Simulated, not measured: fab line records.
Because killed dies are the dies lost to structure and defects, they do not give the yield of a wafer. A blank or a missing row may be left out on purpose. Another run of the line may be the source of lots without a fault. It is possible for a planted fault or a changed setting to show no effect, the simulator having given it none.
The tool behind it: which one? / flow nand_harc / 24 lots with 72 wafers sampled at 6 steps, on a route of 1302 steps

WHAT THE GAUGES READ, wafer by wafer
NHARC_P_M2_OVL_MEAS_10: pitch 340 nm.
lot=L074; measured=day 6 05:32; on=overlay-01; overlay_x_nm (nm)=-0.7 -1.0 -1.0; overlay_y_nm (nm)=0.1 -0.2 -0.2
lot=L075; measured=day 6 20:38; on=overlay-01; overlay_x_nm (nm)=0.4 0.8 0.8; overlay_y_nm (nm)=-1.1 -0.5 -1.0
lot=L076; measured=day 7 01:05; on=overlay-01; overlay_x_nm (nm)=-1.6 -1.2 -0.8; overlay_y_nm (nm)=-0.9 0.3 -0.5
lot=L077; measured=day 7 15:00; on=overlay-02; overlay_x_nm (nm)=-2.1 -2.0 -1.7; overlay_y_nm (nm)=-0.5 -0.6 -0.7
lot=L078; measured=day 8 06:24; on=overlay-01; overlay_x_nm (nm)=0.2 -0.5 0.2; overlay_y_nm (nm)=-0.4 -0.3 -0.1
lot=L080; measured=day 8 18:52; on=overlay-02; overlay_x_nm (nm)=-0.5 -0.5 0.0; overlay_y_nm (nm)=0.9 0.1 0.4
lot=L079; measured=day 8 20:07; on=overlay-02; overlay_x_nm (nm)=0.1 0.3 -0.3; overlay_y_nm (nm)=-0.5 -0.5 -0.9
lot=L081; measured=day 9 06:25; on=overlay-01; overlay_x_nm (nm)=0.3 -0.2 -0.2; overlay_y_nm (nm)=1.3 1.2 0.5
lot=L082; measured=day 9 23:45; on=overlay-01; overlay_x_nm (nm)=0.1 -0.3 -0.7; overlay_y_nm (nm)=0.8 0.3 0.6
lot=L083; measured=day 10 07:04; on=overlay-02; overlay_x_nm (nm)=-0.4 0.1 -0.5; overlay_y_nm (nm)=0.1 -0.5 0.2
lot=L084; measured=day 10 17:50; on=overlay-02; overlay_x_nm (nm)=-0.2 -0.6 -0.6; overlay_y_nm (nm)=-0.2 0.2 -0.7
lot=L085; measured=day 11 11:41; on=overlay-02; overlay_x_nm (nm)=-0.5 -1.0 -1.1; overlay_y_nm (nm)=0.6 0.4 -0.3
lot=L086; measured=day 11 13:11; on=overlay-02; overlay_x_nm (nm)=1.0 0.8 0.1; overlay_y_nm (nm)=0.8 1.4 0.8
lot=L087; measured=day 11 18:06; on=overlay-02; overlay_x_nm (nm)=0.4 0.0 0.6; overlay_y_nm (nm)=-0.4 0.1 -0.3
lot=L089; measured=day 12 11:14; on=overlay-01; overlay_x_nm (nm)=2.3 1.9 1.7; overlay_y_nm (nm)=0.3 -0.1 0.0
lot=L088; measured=day 12 13:43; on=overlay-01; overlay_x_nm (nm)=0.2 0.1 0.8; overlay_y_nm (nm)=1.3 1.4 1.0
lot=L090; measured=day 13 04:17; on=overlay-01; overlay_x_nm (nm)=1.3 1.1 1.5; overlay_y_nm (nm)=1.1 1.4 0.8
lot=L091; measured=day 13 11:19; on=overlay-01; overlay_x_nm (nm)=-1.7 -1.1 -1.3; overlay_y_nm (nm)=-0.2 -0.5 -0.9
lot=L092; measured=day 13 23:21; on=overlay-01; overlay_x_nm (nm)=-0.8 -0.8 -0.5; overlay_y_nm (nm)=-0.5 -0.1 -0.3
lot=L093; measured=day 14 03:43; on=overlay-01; overlay_x_nm (nm)=0.2 1.3 1.1; overlay_y_nm (nm)=0.3 0.4 0.1
lot=L094; measured=day 14 21:23; on=overlay-01; overlay_x_nm (nm)=-1.0 -0.9 -1.5; overlay_y_nm (nm)=0.8 0.2 1.1
lot=L095; measured=day 14 22:01; on=overlay-02; overlay_x_nm (nm)=0.0 0.1 -0.2; overlay_y_nm (nm)=0.6 1.0 0.5
lot=L096; measured=day 15 12:46; on=overlay-01; overlay_x_nm (nm)=0.4 0.1 0.0; overlay_y_nm (nm)=-0.8 -1.7 -0.9
lot=L097; measured=day 15 20:52; on=overlay-02; overlay_x_nm (nm)=0.4 0.6 1.1; overlay_y_nm (nm)=1.0 0.2 1.0

NHARC_P_M2_INSPECT_11.
lot=L074; measured=day 6 05:34; on=defect_inspect-01; raw_defect_count=3 4 6
lot=L075; measured=day 6 20:40; on=defect_inspect-01; raw_defect_count=4 4 3
lot=L076; measured=day 7 01:08; on=defect_inspect-01; raw_defect_count=10 6 9
lot=L077; measured=day 7 15:02; on=defect_inspect-02; raw_defect_count=2 3 3
lot=L078; measured=day 8 06:26; on=defect_inspect-01; raw_defect_count=11 5 6
lot=L080; measured=day 8 18:55; on=defect_inspect-01; raw_defect_count=7 6 6
lot=L079; measured=day 8 20:08; on=defect_inspect-02; raw_defect_count=5 2 6
lot=L081; measured=day 9 06:27; on=defect_inspect-01; raw_defect_count=4 3 4
lot=L082; measured=day 9 23:47; on=defect_inspect-01; raw_defect_count=4 7 8
lot=L083; measured=day 10 07:06; on=defect_inspect-01; raw_defect_count=3 1 1
lot=L084; measured=day 10 17:52; on=defect_inspect-01; raw_defect_count=8 3 5
lot=L085; measured=day 11 11:44; on=defect_inspect-01; raw_defect_count=5 7 2
lot=L086; measured=day 11 13:13; on=defect_inspect-01; raw_defect_count=6 4 6
lot=L087; measured=day 11 18:08; on=defect_inspect-01; raw_defect_count=12 6 8
lot=L089; measured=day 12 11:17; on=defect_inspect-01; raw_defect_count=0 2 2
lot=L088; measured=day 12 13:45; on=defect_inspect-02; raw_defect_count=5 6 5
lot=L090; measured=day 13 04:20; on=defect_inspect-01; raw_defect_count=4 6 4
lot=L091; measured=day 13 11:22; on=defect_inspect-01; raw_defect_count=5 6 7
lot=L092; measured=day 13 23:23; on=defect_inspect-02; raw_defect_count=1 7 2
lot=L093; measured=day 14 03:45; on=defect_inspect-02; raw_defect_count=12 12 10
lot=L094; measured=day 14 21:25; on=defect_inspect-02; raw_defect_count=3 3 7
lot=L095; measured=day 14 22:03; on=defect_inspect-01; raw_defect_count=5 4 2
lot=L096; measured=day 15 12:49; on=defect_inspect-02; raw_defect_count=5 1 0
lot=L097; measured=day 15 20:53; on=defect_inspect-02; raw_defect_count=5 3 2

WHAT TOOL EACH LOT RAN ON (gives the tool, then ch and the chambers of the sampled wafers, and finally the start)
lot=L074; NHARC_P_M0_PVD_21=pvd_sputter-03, day 6 03:14 or earlier; NHARC_P_M1_ETCH_15=rie_diel-13 ch 1,2,3, day 6 03:14 or earlier; NHARC_P_M1_PVD_21=pvd_sputter-03, day 6 03:14 or earlier; NHARC_P_M1_ANNEAL_31=rtp_anneal-01 ch 0, day 6 03:14
lot=L075; NHARC_P_M0_PVD_21=pvd_sputter-03, day 6 18:14 or earlier; NHARC_P_M1_ETCH_15=rie_diel-12 ch 1,3, day 6 18:14 or earlier; NHARC_P_M1_PVD_21=pvd_sputter-01, day 6 18:14 or earlier; NHARC_P_M1_ANNEAL_31=rtp_anneal-01 ch 0, day 6 18:14
lot=L076; NHARC_P_M0_PVD_21=pvd_sputter-03, day 6 22:56 or earlier; NHARC_P_M1_ETCH_15=rie_diel-10 ch 0,3, day 6 22:56 or earlier; NHARC_P_M1_PVD_21=pvd_sputter-03, day 6 22:56 or earlier; NHARC_P_M1_ANNEAL_31=rtp_anneal-01 ch 0, day 6 22:56
lot=L077; NHARC_P_M0_PVD_21=pvd_sputter-01, day 7 12:46 or earlier; NHARC_P_M1_ETCH_15=rie_diel-13 ch 0,1,2, day 7 12:46 or earlier; NHARC_P_M1_PVD_21=pvd_sputter-02, day 7 12:46 or earlier; NHARC_P_M1_ANNEAL_31=rtp_anneal-01 ch 0, day 7 12:46
lot=L078; NHARC_P_M0_PVD_21=pvd_sputter-01, day 8 04:06 or earlier; NHARC_P_M1_ETCH_15=rie_diel-10 ch 0,3, day 8 04:06 or earlier; NHARC_P_M1_PVD_21=pvd_sputter-01, day 8 04:06 or earlier; NHARC_P_M1_ANNEAL_31=rtp_anneal-01 ch 0, day 8 04:06
lot=L080; NHARC_P_M0_PVD_21=pvd_sputter-02, day 8 16:40 or earlier; NHARC_P_M1_ETCH_15=rie_diel-10 ch 2,3, day 8 16:40 or earlier; NHARC_P_M1_PVD_21=pvd_sputter-03, day 8 16:40 or earlier; NHARC_P_M1_ANNEAL_31=rtp_anneal-02 ch 0, day 8 16:40
lot=L079; NHARC_P_M0_PVD_21=pvd_sputter-03, day 8 17:49 or earlier; NHARC_P_M1_ETCH_15=rie_diel-10 ch 1,2,3, day 8 17:49 or earlier; NHARC_P_M1_PVD_21=pvd_sputter-02, day 8 17:49 or earlier; NHARC_P_M1_ANNEAL_31=rtp_anneal-01 ch 0, day 8 17:49
lot=L081; NHARC_P_M0_PVD_21=pvd_sputter-02, day 9 04:08 or earlier; NHARC_P_M1_ETCH_15=rie_diel-13 ch 0,1, day 9 04:08 or earlier; NHARC_P_M1_PVD_21=pvd_sputter-03, day 9 04:08 or earlier; NHARC_P_M1_ANNEAL_31=rtp_anneal-02 ch 0, day 9 04:08
lot=L082; NHARC_P_M0_PVD_21=pvd_sputter-03, day 9 21:24 or earlier; NHARC_P_M1_ETCH_15=rie_diel-10 ch 2,3, day 9 21:24 or earlier; NHARC_P_M1_PVD_21=pvd_sputter-02, day 9 21:24 or earlier; NHARC_P_M1_ANNEAL_31=rtp_anneal-01 ch 0, day 9 21:24
lot=L083; NHARC_P_M0_PVD_21=pvd_sputter-02, day 10 04:46 or earlier; NHARC_P_M1_ETCH_15=rie_diel-10 ch 0,1,3, day 10 04:46 or earlier; NHARC_P_M1_PVD_21=pvd_sputter-03, day 10 04:46 or earlier; NHARC_P_M1_ANNEAL_31=rtp_anneal-02 ch 0, day 10 04:46
lot=L084; NHARC_P_M0_PVD_21=pvd_sputter-03, day 10 15:40 or earlier; NHARC_P_M1_ETCH_15=rie_diel-10 ch 0,2, day 10 15:40 or earlier; NHARC_P_M1_PVD_21=pvd_sputter-03, day 10 15:40 or earlier; NHARC_P_M1_ANNEAL_31=rtp_anneal-01 ch 0, day 10 15:40
lot=L085; NHARC_P_M0_PVD_21=pvd_sputter-02, day 11 09:25 or earlier; NHARC_P_M1_ETCH_15=rie_diel-13 ch 1,2,3, day 11 09:25 or earlier; NHARC_P_M1_PVD_21=pvd_sputter-03, day 11 09:25 or earlier; NHARC_P_M1_ANNEAL_31=rtp_anneal-01 ch 0, day 11 09:25
lot=L086; NHARC_P_M0_PVD_21=pvd_sputter-02, day 11 10:55 or earlier; NHARC_P_M1_ETCH_15=rie_diel-13 ch 0,2,3, day 11 10:55 or earlier; NHARC_P_M1_PVD_21=pvd_sputter-02, day 11 10:55 or earlier; NHARC_P_M1_ANNEAL_31=rtp_anneal-01 ch 0, day 11 10:55
lot=L087; NHARC_P_M0_PVD_21=pvd_sputter-03, day 11 15:55 or earlier; NHARC_P_M1_ETCH_15=rie_diel-10 ch 0,3, day 11 15:55 or earlier; NHARC_P_M1_PVD_21=pvd_sputter-02, day 11 15:55 or earlier; NHARC_P_M1_ANNEAL_31=rtp_anneal-01 ch 0, day 11 15:55
lot=L089; NHARC_P_M0_PVD_21=pvd_sputter-03, day 12 08:55 or earlier; NHARC_P_M1_ETCH_15=rie_diel-10 ch 1,2,3, day 12 08:55 or earlier; NHARC_P_M1_PVD_21=pvd_sputter-02, day 12 08:55 or earlier; NHARC_P_M1_ANNEAL_31=rtp_anneal-01 ch 0, day 12 08:55
lot=L088; NHARC_P_M0_PVD_21=pvd_sputter-01, day 12 11:24 or earlier; NHARC_P_M1_ETCH_15=rie_diel-13 ch 0,2,3, day 12 11:24 or earlier; NHARC_P_M1_PVD_21=pvd_sputter-01, day 12 11:24 or earlier; NHARC_P_M1_ANNEAL_31=rtp_anneal-01 ch 0, day 12 11:24
lot=L090; NHARC_P_M0_PVD_21=pvd_sputter-03, day 13 02:08 or earlier; NHARC_P_M1_ETCH_15=rie_diel-10 ch 1,3, day 13 02:08 or earlier; NHARC_P_M1_PVD_21=pvd_sputter-03, day 13 02:08 or earlier; NHARC_P_M1_ANNEAL_31=rtp_anneal-02 ch 0, day 13 02:08
lot=L091; NHARC_P_M0_PVD_21=pvd_sputter-01, day 13 09:19 or earlier; NHARC_P_M1_ETCH_15=rie_diel-13 ch 0,1,3, day 13 09:19 or earlier; NHARC_P_M1_PVD_21=pvd_sputter-03, day 13 09:19 or earlier; NHARC_P_M1_ANNEAL_31=rtp_anneal-01 ch 0, day 13 09:19
lot=L092; NHARC_P_M0_PVD_21=pvd_sputter-03, day 13 21:08 or earlier; NHARC_P_M1_ETCH_15=rie_diel-13 ch 0,1, day 13 21:08 or earlier; NHARC_P_M1_PVD_21=pvd_sputter-01, day 13 21:08 or earlier; NHARC_P_M1_ANNEAL_31=rtp_anneal-01 ch 0, day 13 21:08
lot=L093; NHARC_P_M0_PVD_21=pvd_sputter-03, day 14 01:34 or earlier; NHARC_P_M1_ETCH_15=rie_diel-13 ch 1,2,3, day 14 01:34 or earlier; NHARC_P_M1_PVD_21=pvd_sputter-03, day 14 01:34 or earlier; NHARC_P_M1_ANNEAL_31=rtp_anneal-02 ch 0, day 14 01:34
lot=L094; NHARC_P_M0_PVD_21=pvd_sputter-01, day 14 19:08 or earlier; NHARC_P_M1_ETCH_15=rie_diel-10 ch 1,2, day 14 19:08 or earlier; NHARC_P_M1_PVD_21=pvd_sputter-01, day 14 19:08 or earlier; NHARC_P_M1_ANNEAL_31=rtp_anneal-02 ch 0, day 14 19:08
lot=L095; NHARC_P_M0_PVD_21=pvd_sputter-02, day 14 19:44 or earlier; NHARC_P_M1_ETCH_15=rie_diel-13 ch 0,1,2, day 14 19:44 or earlier; NHARC_P_M1_PVD_21=pvd_sputter-03, day 14 19:44 or earlier; NHARC_P_M1_ANNEAL_31=rtp_anneal-02 ch 0, day 14 19:44
lot=L096; NHARC_P_M0_PVD_21=pvd_sputter-02, day 15 10:38 or earlier; NHARC_P_M1_ETCH_15=rie_diel-10 ch 0,1,3, day 15 10:38 or earlier; NHARC_P_M1_PVD_21=pvd_sputter-03, day 15 10:38 or earlier; NHARC_P_M1_ANNEAL_31=rtp_anneal-02 ch 0, day 15 10:38
lot=L097; NHARC_P_M0_PVD_21=pvd_sputter-02, day 15 18:41 or earlier; NHARC_P_M1_ETCH_15=rie_diel-12 ch 0,2,3, day 15 18:41 or earlier; NHARC_P_M1_PVD_21=pvd_sputter-01, day 15 18:41 or earlier; NHARC_P_M1_ANNEAL_31=rtp_anneal-01 ch 0, day 15 18:41
- NHARC_P_M0_PVD_21: deposits Cu, target thk 30 nm, time 20.49 s.
- NHARC_P_M1_ETCH_15: etches the open film in C4F8/Ar, target depth 182.5 nm, time 91.2 s.
- NHARC_P_M1_PVD_21: deposits Cu, target thk 30 nm, time 20.49 s.
- NHARC_P_M1_ANNEAL_31: time 90 s.

AS READ BY THE TOOLS THEMSELVES (means over the sampled wafers that have a number; for cases with no such wafer, the mark the record gives instead)
NHARC_P_M0_PVD_21.
lot=L074; tool=pvd_sputter-03; throttle_valve_pct (%)=29.2
lot=L075; tool=pvd_sputter-03; throttle_valve_pct (%)=29.9
lot=L076; tool=pvd_sputter-03; throttle_valve_pct (%)=30.3
lot=L077; tool=pvd_sputter-01; throttle_valve_pct (%)=29.8
lot=L078; tool=pvd_sputter-01; throttle_valve_pct (%)=29.9
lot=L080; tool=pvd_sputter-02; throttle_valve_pct (%)=30.4
lot=L079; tool=pvd_sputter-03; throttle_valve_pct (%)=30.4
lot=L081; tool=pvd_sputter-02; throttle_valve_pct (%)=29.7
lot=L082; tool=pvd_sputter-03; throttle_valve_pct (%)=31.0
lot=L083; tool=pvd_sputter-02; throttle_valve_pct (%)=30.5
lot=L084; tool=pvd_sputter-03; throttle_valve_pct (%)=30.9
lot=L085; tool=pvd_sputter-02; throttle_valve_pct (%)=30.1
lot=L086; tool=pvd_sputter-02; throttle_valve_pct (%)=29.1
lot=L087; tool=pvd_sputter-03; throttle_valve_pct (%)=31.2
lot=L089; tool=pvd_sputter-03; throttle_valve_pct (%)=30.2
lot=L088; tool=pvd_sputter-01; throttle_valve_pct (%)=30.0
lot=L090; tool=pvd_sputter-03; throttle_valve_pct (%)=30.2
lot=L091; tool=pvd_sputter-01; throttle_valve_pct (%)=30.9
lot=L092; tool=pvd_sputter-03; throttle_valve_pct (%)=29.8
lot=L093; tool=pvd_sputter-03; throttle_valve_pct (%)=30.4
lot=L094; tool=pvd_sputter-01; throttle_valve_pct (%)=30.8
lot=L095; tool=pvd_sputter-02; throttle_valve_pct (%)=28.7
lot=L096; tool=pvd_sputter-02; throttle_valve_pct (%)=30.4
lot=L097; tool=pvd_sputter-02; throttle_valve_pct (%)=29.5

NHARC_P_M1_ETCH_15.
lot=L074; tool=rie_diel-13; oes_product_au (a.u.)=0.950; rf_vpp_V (V)=442.4
lot=L075; tool=rie_diel-12; oes_product_au (a.u.)=0.967; rf_vpp_V (V)=443.7
lot=L076; tool=rie_diel-10; oes_product_au (a.u.)=0.962; rf_vpp_V (V)=440.1
lot=L077; tool=rie_diel-13; oes_product_au (a.u.)=0.963; rf_vpp_V (V)=440.5
lot=L078; tool=rie_diel-10; oes_product_au (a.u.)=0.934; rf_vpp_V (V)=440.7
lot=L080; tool=rie_diel-10; oes_product_au (a.u.)=0.953; rf_vpp_V (V)=440.6
lot=L079; tool=rie_diel-10; oes_product_au (a.u.)=0.966; rf_vpp_V (V)=442.1
lot=L081; tool=rie_diel-13; oes_product_au (a.u.)=0.986; rf_vpp_V (V)=441.0
lot=L082; tool=rie_diel-10; oes_product_au (a.u.)=0.924; rf_vpp_V (V)=441.5
lot=L083; tool=rie_diel-10; oes_product_au (a.u.)=0.963; rf_vpp_V (V)=441.4
lot=L084; tool=rie_diel-10; oes_product_au (a.u.)=0.974; rf_vpp_V (V)=439.7
lot=L085; tool=rie_diel-13; oes_product_au (a.u.)=0.927; rf_vpp_V (V)=441.7
lot=L086; tool=rie_diel-13; oes_product_au (a.u.)=0.952; rf_vpp_V (V)=439.8
lot=L087; tool=rie_diel-10; oes_product_au (a.u.)=0.959; rf_vpp_V (V)=441.7
lot=L089; tool=rie_diel-10; oes_product_au (a.u.)=0.968; rf_vpp_V (V)=440.7
lot=L088; tool=rie_diel-13; oes_product_au (a.u.)=0.951; rf_vpp_V (V)=439.6
lot=L090; tool=rie_diel-10; oes_product_au (a.u.)=0.965; rf_vpp_V (V)=442.2
lot=L091; tool=rie_diel-13; oes_product_au (a.u.)=0.921; rf_vpp_V (V)=442.2
lot=L092; tool=rie_diel-13; oes_product_au (a.u.)=0.935; rf_vpp_V (V)=439.5
lot=L093; tool=rie_diel-13; oes_product_au (a.u.)=0.959; rf_vpp_V (V)=442.0
lot=L094; tool=rie_diel-10; oes_product_au (a.u.)=0.962; rf_vpp_V (V)=440.0
lot=L095; tool=rie_diel-13; oes_product_au (a.u.)=0.974; rf_vpp_V (V)=440.5
lot=L096; tool=rie_diel-10; oes_product_au (a.u.)=0.971; rf_vpp_V (V)=442.0
lot=L097; tool=rie_diel-12; oes_product_au (a.u.)=0.935; rf_vpp_V (V)=442.9

NHARC_P_M1_PVD_21.
lot=L074; tool=pvd_sputter-03; throttle_valve_pct (%)=30.2
lot=L075; tool=pvd_sputter-01; throttle_valve_pct (%)=29.6
lot=L076; tool=pvd_sputter-03; throttle_valve_pct (%)=29.8
lot=L077; tool=pvd_sputter-02; throttle_valve_pct (%)=30.5
lot=L078; tool=pvd_sputter-01; throttle_valve_pct (%)=29.8
lot=L080; tool=pvd_sputter-03; throttle_valve_pct (%)=29.3
lot=L079; tool=pvd_sputter-02; throttle_valve_pct (%)=30.0
lot=L081; tool=pvd_sputter-03; throttle_valve_pct (%)=30.9
lot=L082; tool=pvd_sputter-02; throttle_valve_pct (%)=30.5
lot=L083; tool=pvd_sputter-03; throttle_valve_pct (%)=30.6
lot=L084; tool=pvd_sputter-03; throttle_valve_pct (%)=30.6
lot=L085; tool=pvd_sputter-03; throttle_valve_pct (%)=30.0
lot=L086; tool=pvd_sputter-02; throttle_valve_pct (%)=29.8
lot=L087; tool=pvd_sputter-02; throttle_valve_pct (%)=29.7
lot=L089; tool=pvd_sputter-02; throttle_valve_pct (%)=30.3
lot=L088; tool=pvd_sputter-01; throttle_valve_pct (%)=29.9
lot=L090; tool=pvd_sputter-03; throttle_valve_pct (%)=30.9
lot=L091; tool=pvd_sputter-03; throttle_valve_pct (%)=29.7
lot=L092; tool=pvd_sputter-01; throttle_valve_pct (%)=29.7
lot=L093; tool=pvd_sputter-03; throttle_valve_pct (%)=30.7
lot=L094; tool=pvd_sputter-01; throttle_valve_pct (%)=30.7
lot=L095; tool=pvd_sputter-03; throttle_valve_pct (%)=30.2
lot=L096; tool=pvd_sputter-03; throttle_valve_pct (%)=31.0
lot=L097; tool=pvd_sputter-01; throttle_valve_pct (%)=30.7

NHARC_P_M1_ANNEAL_31.
lot=L074; tool=rtp_anneal-01; anneal_temp_c (C)=224.88; wafer_temp_C_max=225.84
lot=L075; tool=rtp_anneal-01; anneal_temp_c (C)=224.95; wafer_temp_C_max=225.90
lot=L076; tool=rtp_anneal-01; anneal_temp_c (C)=225.13; wafer_temp_C_max=226.34
lot=L077; tool=rtp_anneal-01; anneal_temp_c (C)=225.14; wafer_temp_C_max=226.20
lot=L078; tool=rtp_anneal-01; anneal_temp_c (C)=225.00; wafer_temp_C_max=226.13
lot=L080; tool=rtp_anneal-02; anneal_temp_c (C)=225.24; wafer_temp_C_max=226.26
lot=L079; tool=rtp_anneal-01; anneal_temp_c (C)=225.05; wafer_temp_C_max=225.87
lot=L081; tool=rtp_anneal-02; anneal_temp_c (C)=224.83; wafer_temp_C_max=225.98
lot=L082; tool=rtp_anneal-01; anneal_temp_c (C)=225.05; wafer_temp_C_max=225.93
lot=L083; tool=rtp_anneal-02; anneal_temp_c (C)=225.10; wafer_temp_C_max=225.93
lot=L084; tool=rtp_anneal-01; anneal_temp_c (C)=224.91; wafer_temp_C_max=226.14
lot=L085; tool=rtp_anneal-01; anneal_temp_c (C)=225.15; wafer_temp_C_max=226.25
lot=L086; tool=rtp_anneal-01; anneal_temp_c (C)=224.88; wafer_temp_C_max=225.89
lot=L087; tool=rtp_anneal-01; anneal_temp_c (C)=224.92; wafer_temp_C_max=226.07
lot=L089; tool=rtp_anneal-01; anneal_temp_c (C)=225.08; wafer_temp_C_max=226.08
lot=L088; tool=rtp_anneal-01; anneal_temp_c (C)=225.06; wafer_temp_C_max=225.98
lot=L090; tool=rtp_anneal-02; anneal_temp_c (C)=224.94; wafer_temp_C_max=226.15
lot=L091; tool=rtp_anneal-01; anneal_temp_c (C)=224.84; wafer_temp_C_max=226.38
lot=L092; tool=rtp_anneal-01; anneal_temp_c (C)=225.08; wafer_temp_C_max=226.19
lot=L093; tool=rtp_anneal-02; anneal_temp_c (C)=224.80; wafer_temp_C_max=226.20
lot=L094; tool=rtp_anneal-02; anneal_temp_c (C)=224.91; wafer_temp_C_max=226.02
lot=L095; tool=rtp_anneal-02; anneal_temp_c (C)=224.93; wafer_temp_C_max=226.46
lot=L096; tool=rtp_anneal-02; anneal_temp_c (C)=225.03; wafer_temp_C_max=226.11
lot=L097; tool=rtp_anneal-01; anneal_temp_c (C)=224.95; wafer_temp_C_max=226.30

THE ANSWER, worked out from the rows above alone
Rule: usual is defined by the lots themselves. Put in order of their means at a reading, lots are off if they are a third of the lots or fewer, leave a main group of 4 or more, and stand apart from it by a gap of 3 or more times the standard deviation of the main group's means; of several such gaps the widest counts. The tables above print the reading to a certain number of digits; a main group whose means all agree to those digits is not used. Also off: a lot with no number at a reading for which 4 or more lots have one. Any other lot the step has rows for is counted as sound. The gauges are gone through in route order, then the tools' own readings, and for those a lot's mean is taken as printed above. The first step at which some lot is off is used, and at that step the reading that is off furthest; a lot without a number counts as furthest.
Nothing can be told from this: no lot is off at any reading shown.

WHAT THE SIMULATOR PUT IN
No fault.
